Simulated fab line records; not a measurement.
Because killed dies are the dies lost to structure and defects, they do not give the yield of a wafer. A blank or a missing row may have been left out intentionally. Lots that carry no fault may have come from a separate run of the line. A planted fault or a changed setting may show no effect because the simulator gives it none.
What tool caused it?	flow n5 finfet	9 lots, 27 wafers sampled, at 7 steps of a route of 1938

== WHAT THE GAUGES SHOWED, per wafer ==
N5_SPACER0_INSPECT_04: inspects for defects (darkfield).
lot	measured	on	raw defect count
L645	day 3 11:58	defect inspect-02	153 146 144
L650	day 4 12:28	defect inspect-01	162 128 104
L654	day 5 14:09	defect inspect-01	135 114 191
L655	day 5 21:00	defect inspect-01	115 150 140
L659	day 6 18:55	defect inspect-02	237 1422 1408
L663	day 7 18:07	defect inspect-02	157 208 110
L665	day 8 06:17	defect inspect-01	154 215 133
L666	day 8 13:32	defect inspect-02	98 132 116
L667	day 8 18:07	defect inspect-02	123 149 117

N5_SD_EPI_N_INSPECT_11: inspects for defects (macro).
lot	measured	on	raw defect count
L645	day 3 12:25	defect inspect-01	1 1 1
L650	day 4 12:48	defect inspect-01	2 2 2
L654	day 5 14:36	defect inspect-01	4 4 2
L655	day 5 21:28	defect inspect-01	2 1 3
L659	day 6 19:22	defect inspect-01	3 >300 >300
L663	day 7 18:34	defect inspect-02	2 3 2
L665	day 8 06:36	defect inspect-01	1 2 1
L666	day 8 13:59	defect inspect-02	2 3 1
L667	day 8 18:26	defect inspect-01	0 3 3

N5_SD_EPI_N_INSPECT_26: inspects for defects (darkfield).
lot	measured	on	raw defect count
L645	day 3 16:26	defect inspect-02	174 207 215
L650	day 4 16:47	defect inspect-02	244 198 153
L654	day 5 18:46	defect inspect-01	209 194 295
L655	day 6 02:05	defect inspect-02	196 206 191
L659	day 6 23:39	defect inspect-01	286 1503 1503
L663	day 7 22:36	defect inspect-02	226 271 164
L665	day 8 10:36	defect inspect-01	219 281 197
L666	day 8 18:45	defect inspect-02	167 189 204
L667	day 8 22:39	defect inspect-02	179 214 186

== EACH LOT AND THE TOOL THAT RAN IT (in order: tool; ch and the chambers of the sampled wafers; start) ==
lot	N5_DUMMY_GATE_ETCH_37	N5_DUMMY_GATE_STRIP_40	N5_DUMMY_GATE_ETCH_31	N5_SPACER0_ALD_00
L645	rie diel-06 ch 2,3, day 3 09:43	rie diel-02 ch 1,2,3, day 3 10:07	rie diel-06 ch 1,2, day 3 10:37	ald sin-04 ch 0,1,2, day 3 11:32
L650	rie diel-02 ch 0,1,2, day 4 10:52	rie diel-05 ch 0,2, day 4 11:02	rie diel-05 ch 1,2,3, day 4 11:08	ald sin-02 ch 0,2,3, day 4 12:03
L654	rie diel-05 ch 1,2,3, day 5 12:28	rie diel-06 ch 0,3, day 5 12:41	rie diel-02 ch 0,2,3, day 5 12:50	ald sin-04 ch 0,1, day 5 13:44
L655	rie diel-05 ch 1,2, day 5 19:12	rie diel-06 ch 0,2,3, day 5 19:24	rie diel-06 ch 0,1,3, day 5 19:30	ald sin-04 ch 1,2, day 5 20:35
L659	rie diel-02 ch 2,3, day 6 17:05	rie diel-06 ch 0,3, day 6 17:21	rie diel-05 ch 1,2,3, day 6 17:27	ald sin-04 ch 0,3, day 6 18:29
L663	rie diel-06 ch 0,1,3, day 7 16:09	rie diel-05 ch 1,2,3, day 7 16:29	rie diel-05 ch 0,2,3, day 7 16:47	ald sin-03 ch 0,2,3, day 7 17:42
L665	rie diel-02 ch 0,2,3, day 8 04:38	rie diel-05 ch 0,2,3, day 8 04:49	rie diel-05 ch 2,3, day 8 04:55	ald sin-03 ch 0,1, day 8 05:52
L666	rie diel-06 ch 0,1,2, day 8 11:54	rie diel-06 ch 0,1,3, day 8 12:05	rie diel-06 ch 0,1,2, day 8 12:11	ald sin-03 ch 0,2, day 8 13:07
L667	rie diel-02 ch 0,2,3, day 8 16:03	rie diel-06 ch 1,2,3, day 8 16:13	rie diel-06 ch 0,1,2, day 8 16:19	ald sin-03 ch 0,2, day 8 17:41
- N5_DUMMY_GATE_ETCH_37: etches SOC in N2/H2, target depth 60 nm, overetch 30 nm.
- N5_DUMMY_GATE_STRIP_40: strips in CF4.
- N5_DUMMY_GATE_ETCH_31: etches SiO2 in C4F6/O2, target depth 82.5 nm, time 27.5 s.
- N5_SPACER0_ALD_00: deposits SiOCN, target thk 3.5 nm, pulse time 3 s, purge time 2 s.

== AS READ BY THE TOOLS THEMSELVES (means over the sampled wafers that have a number; for cases with no such wafer, the mark the record gives instead) ==
N5_DUMMY_GATE_ETCH_37.
lot	tool	drypump motor current A (A)	oes product au (a.u.)	rf vpp V (V)	showerhead plenum p Torr (Torr)	throttle valve pct (%)
L645	rie diel-06	6.3	0.58	522.3	2.50	17.91
L650	rie diel-02	6.1	0.59	523.8	2.58	17.92
L654	rie diel-05	5.9	0.58	522.9	2.50	17.92
L655	rie diel-05	6.4	0.57	522.6	2.50	17.90
L659	rie diel-02	6.0	0.59	522.3	2.50	17.95
L663	rie diel-06	5.9	0.63	524.7	2.56	17.73
L665	rie diel-02	6.4	0.59	523.0	2.51	18.03
L666	rie diel-06	6.3	0.63	521.8	2.49	17.74
L667	rie diel-02	6.3	0.58	522.5	2.51	18.04

N5_DUMMY_GATE_STRIP_40.
lot	tool	cf4 flow sccm (sccm)	drypump motor current A (A)	oes product au (a.u.)	rf vpp V (V)	showerhead plenum p Torr (Torr)	throttle valve pct (%)
L645	rie diel-02	149.5	6.0	0.76	271.9	1.79	13.58
L650	rie diel-05	150.0	6.2	0.71	270.7	1.84	13.68
L654	rie diel-06	149.8	6.2	0.86	271.8	1.85	13.42
L655	rie diel-06	150.6	6.3	0.79	271.8	1.81	13.63
L659	rie diel-06	149.6	5.8	0.79	273.1	1.86	13.60
L663	rie diel-05	150.4	5.9	0.71	270.9	1.76	13.75
L665	rie diel-05	149.8	5.9	0.78	271.1	1.81	13.52
L666	rie diel-06	149.8	5.9	0.78	272.1	1.81	13.48
L667	rie diel-06	149.8	6.0	0.73	271.0	1.77	13.68

N5_DUMMY_GATE_ETCH_31.
lot	tool	drypump motor current A (A)	oes product au (a.u.)	rf vpp V (V)	showerhead plenum p Torr (Torr)	throttle valve pct (%)
L645	rie diel-06	6.1	0.77	677	2.75	20.95
L650	rie diel-05	5.9	0.73	660	2.81	21.27
L654	rie diel-02	6.3	0.76	664	2.81	21.30
L655	rie diel-06	5.9	0.82	678	2.88	21.04
L659	rie diel-05	5.9	0.72	659	2.81	21.28
L663	rie diel-05	6.0	0.79	660	2.86	21.02
L665	rie diel-05	6.2	0.71	651	2.83	21.19
L666	rie diel-06	6.3	0.79	675	2.79	21.07
L667	rie diel-06	6.3	0.78	675	2.79	21.07

N5_SPACER0_ALD_00.
lot	tool	heater power w (W)	precursor pulse height rel
L645	ald sin-04	751	0.985
L650	ald sin-02	845	1.006
L654	ald sin-04	781	1.012
L655	ald sin-04	799	1.013
L659	ald sin-04	765	0.991
L663	ald sin-03	835	1.017
L665	ald sin-03	791	1.000
L666	ald sin-03	865	0.996
L667	ald sin-03	868	0.997

== THE ANSWER, worked out from the rows above alone ==
Rule: the lots themselves supply what counts as usual. Put in order of their means at a reading, lots are off if they are a third of the lots or fewer, leave a main group of 4 or more, and stand apart from it by a gap of 3 or more times the standard deviation of the main group's means; of several such gaps the widest counts. A main group is skipped when, at the precision printed for the reading in the tables above, its means are all equal. A lot without any number at a reading at which 4 lots or more have one is off too. The other lots that the step has rows for count as sound. After the gauges, taken in route order, come the tools' own readings; for these a lot's mean is taken, as printed above. At the first step where some lot is off, the reading lying furthest off is the one used; lots without a number count as furthest.
Off: L659 (N5_SPACER0_INSPECT_04, raw defect count). Main group: mean 141, sd 16.
A tool fits if, at a process step before that reading, it ran every lot that is off, and no sound lot after the first of them. Not tried: the gauges at N5_SPACER0_INSPECT_04; whatever is off there is also off at N5_SD_EPI_N_INSPECT_26, on other tools, and gauge error can't account for it. One fits: ald sin-04 at N5_SPACER0_ALD_00. Its last sound lot is L655 (day 5 20:35), its first lot that is off L659 (day 6 18:29): a fault that began between those two fits.

== WHAT THE SIMULATOR HAD INSERTED ==
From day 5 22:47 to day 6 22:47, ald sin-04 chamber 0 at N5_SPACER0_ALD_00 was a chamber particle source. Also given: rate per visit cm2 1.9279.
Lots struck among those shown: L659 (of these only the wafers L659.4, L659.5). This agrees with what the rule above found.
